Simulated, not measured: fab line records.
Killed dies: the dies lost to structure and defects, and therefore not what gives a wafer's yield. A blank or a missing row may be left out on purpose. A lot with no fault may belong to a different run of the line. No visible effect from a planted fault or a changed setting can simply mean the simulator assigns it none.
Chamber matching -- flow nandHarc -- 4 sister chambers for NHARC_A_CHANNEL_FILL_D2_ALD_16 on aldHk-04
The step deposits SiO2, target thk 1.5 nm, pulse time 10 s, ald cycles 15. 16 wafers are shown with their chamber, then 8 later ones without.

== EACH WAFER AND ITS CHAMBER ==
wafer,chamber,heaterPowerW (W),precursorPulseHeightRel
L074.1,0,527,0.999
L074.3,2,451,0.992
L074.6,3,459,1.028
L078.2,3,446,0.989
L078.3,1,398,0.975
L078.6,0,535,1.030
L085.1,1,406,1.024
L085.4,2,459,1.011
L085.5,3,450,1.007
L083.2,3,457,1.003
L083.4,2,453,1.019
L083.6,2,452,0.983
L086.2,3,447,0.961
L086.3,2,448,1.044
L086.4,1,401,1.049
L088.3,2,478,1.021

SIGNATURES, as means of the wafers listed above
reading,chamber 0,chamber 1,chamber 2,chamber 3,scatter within a chamber
heaterPowerW,531.00,401.67,456.83,451.80,8.2
precursorPulseHeightRel,1.01450,1.01600,1.01167,0.99760,0.0261
Rule: distance of a wafer from a chamber = root of the sum over the readings of ((wafer's reading minus chamber's mean) / reading's scatter) squared. If the next closest chamber is less than 2 further off than the closest, the wafer can't be placed; otherwise it belongs to the closest. The scatter: take each reading less its chamber's mean, square it, sum over the shown wafers, divide by the number of wafers less the number of chambers, and take the root.

== WAFERS WHOSE CHAMBER IS MISSING ==
wafer,heaterPowerW (W),precursorPulseHeightRel
L088.4,406,0.955
L088.6,489,1.006
L091.2,481,0.998
L091.3,381,1.008
L091.5,412,1.028
L096.2,544,0.987
L096.3,409,1.015
L096.6,365,1.026

== WHICH CHAMBER EACH ONE RAN IN ==
wafer,from the rows above,in truth
L088.4,1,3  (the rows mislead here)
L088.6,can't be placed: 2 or 3 or 0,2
L091.2,can't be placed: 2 or 3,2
L091.3,1,1
L091.5,1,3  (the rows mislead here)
L096.2,0,0
L096.3,1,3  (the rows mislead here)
L096.6,1,1
Correctly placed: 3 of 8. These rows do not allow placing 2 (true chamber among the candidates in 2). Number placed wrongly: 3.
